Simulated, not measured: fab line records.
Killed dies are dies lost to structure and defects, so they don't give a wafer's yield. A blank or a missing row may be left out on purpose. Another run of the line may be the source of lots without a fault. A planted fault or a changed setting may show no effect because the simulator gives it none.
The tool behind it: which one? ; flow nand_harc ; 12 lots, 36 wafers sampled, at 1 step of a route of 1302

== WHAT THE GAUGES SHOWED, per wafer ==
NHARC_A_M0_CD_MEAS_09: the cd target is 80 nm.
lot;measured;on;cd_nm (nm)
L074;day 22 22:22;cd_sem-02;79.6 79.3 79.3
L077;day 23 22:43;cd_sem-01;80.6 79.6 80.7
L079;day 24 12:29;cd_sem-01;81.4 80.5 81.3
L081;day 25 03:53;cd_sem-03;79.3 79.0 81.0
L083;day 26 14:05;cd_sem-01;80.3 79.1 81.2
L086;day 27 03:23;cd_sem-01;79.1 80.2 79.3
L087;day 28 09:45;cd_sem-03;80.3 80.9 82.0
L089;day 30 00:13;cd_sem-03;78.9 78.7 79.5
L091;day 30 13:54;cd_sem-01;80.8 81.2 80.6
L094;day 30 19:54;cd_sem-01;81.5 79.9 80.7
L096;day 31 15:19;cd_sem-03;80.9 82.3 81.6
L095;day 32 00:52;cd_sem-02;80.6 81.4 81.0

== EACH LOT AND THE TOOL THAT RAN IT (in order: tool; ch and the chambers of the sampled wafers; start) ==
No process step before these readings appears in the record.

== THE ANSWER, worked out from the rows above alone ==
Rule: the usual values come from the lots themselves. The widest of any qualifying gaps counts: lots, ordered by their means at a reading, are off when they make up no more than a third of the lots, leave a main group of 4 or more, and stand apart from it by 3 or more times the standard deviation of that group's means. A main group whose means are all the same, to the digits that the tables above print for the reading, isn't used. A lot without any number at a reading at which 4 lots or more have one is off too. The other lots that the step has rows for count as sound.
No lot is off on any of the readings shown, so nothing can be concluded from this.

== WHAT THE SIMULATOR HAD PUT IN ==
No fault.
